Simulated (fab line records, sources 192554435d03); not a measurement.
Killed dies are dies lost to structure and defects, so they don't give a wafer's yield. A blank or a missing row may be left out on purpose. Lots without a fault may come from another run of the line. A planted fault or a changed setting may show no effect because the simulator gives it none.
Chamber matching | flow n5_finfet | N5_BEOL_M6_STRIP_19 on rie_diel-05: 4 sister chambers
The step strips in O2. 14 wafers are shown with their chamber, then 7 later ones without.

WAFERS WITH THEIR CHAMBER
wafer  | chamber | showerhead_plenum_p_Torr (Torr) | throttle_valve_pct (%) | rf_vpp_V (V)
L076.2 | 0       | 2.06                            | 16.41                  | 4.5
L076.3 | 1       | 2.09                            | 16.89                  | 3.6
L076.4 | 2       | 1.99                            | 16.89                  | 4.4
L083.3 | 2       | 1.98                            | 16.91                  | 5.6
L083.5 | 2       | 1.98                            | 16.91                  | 4.3
L083.6 | 3       | 2.16                            | 16.72                  | 3.9
L086.1 | 3       | 2.16                            | 16.74                  | 3.2
L086.2 | 0       | 2.06                            | 16.46                  | 3.1
L086.6 | 1       | 2.08                            | 16.96                  | 3.5
L088.1 | 2       | 1.98                            | 16.95                  | 4.0
L088.2 | 0       | 2.05                            | 16.51                  | 4.3
L088.5 | 1       | 2.08                            | 16.98                  | 3.8
L093.1 | 3       | 2.16                            | 16.77                  | 3.6
L093.2 | 0       | 2.05                            | 16.48                  | 3.8

SIGNATURES (means of the wafers above)
reading                  | chamber 0 | chamber 1 | chamber 2 | chamber 3 | scatter within a chamber
showerhead_plenum_p_Torr | 2.0550    | 2.0833    | 1.9825    | 2.1600    | 0.00492
throttle_valve_pct       | 16.4650   | 16.9433   | 16.9150   | 16.7433   | 0.036
rf_vpp_V                 | 3.925     | 3.633     | 4.575     | 3.567     | 0.543
Rule: a wafer's distance from a chamber is the root of the sum, over the readings, of the square of ((its reading less the chamber's mean) divided by the reading's scatter). The wafer belongs to the nearest chamber; if the next one is less than 2 further off, it can't be placed. The scatter: the root of (the sum of the squares of (reading less its chamber's mean) over the shown wafers, divided by (wafers less chambers)).

WAFERS WITHOUT THEIR CHAMBER
wafer  | showerhead_plenum_p_Torr (Torr) | throttle_valve_pct (%) | rf_vpp_V (V)
L093.6 | 2.16                            | 16.78                  | 4.1
L094.3 | 2.05                            | 16.49                  | 2.8
L094.4 | 2.16                            | 16.78                  | 4.0
L094.6 | 1.97                            | 16.96                  | 4.2
L095.1 | 2.07                            | 16.98                  | 4.7
L095.5 | 2.16                            | 16.79                  | 4.3
L095.6 | 2.05                            | 16.52                  | 3.0

WHICH CHAMBER EACH WENT THROUGH
wafer  | from the rows above | in truth
L093.6 | 3                   | 3
L094.3 | 0                   | 0
L094.4 | 3                   | 3
L094.6 | 2                   | 2
L095.1 | 1                   | 1
L095.5 | 3                   | 3
L095.6 | 0                   | 0
Placed correctly: 7 of 7. Can't be placed from these rows: 0. Placed wrongly: 0.
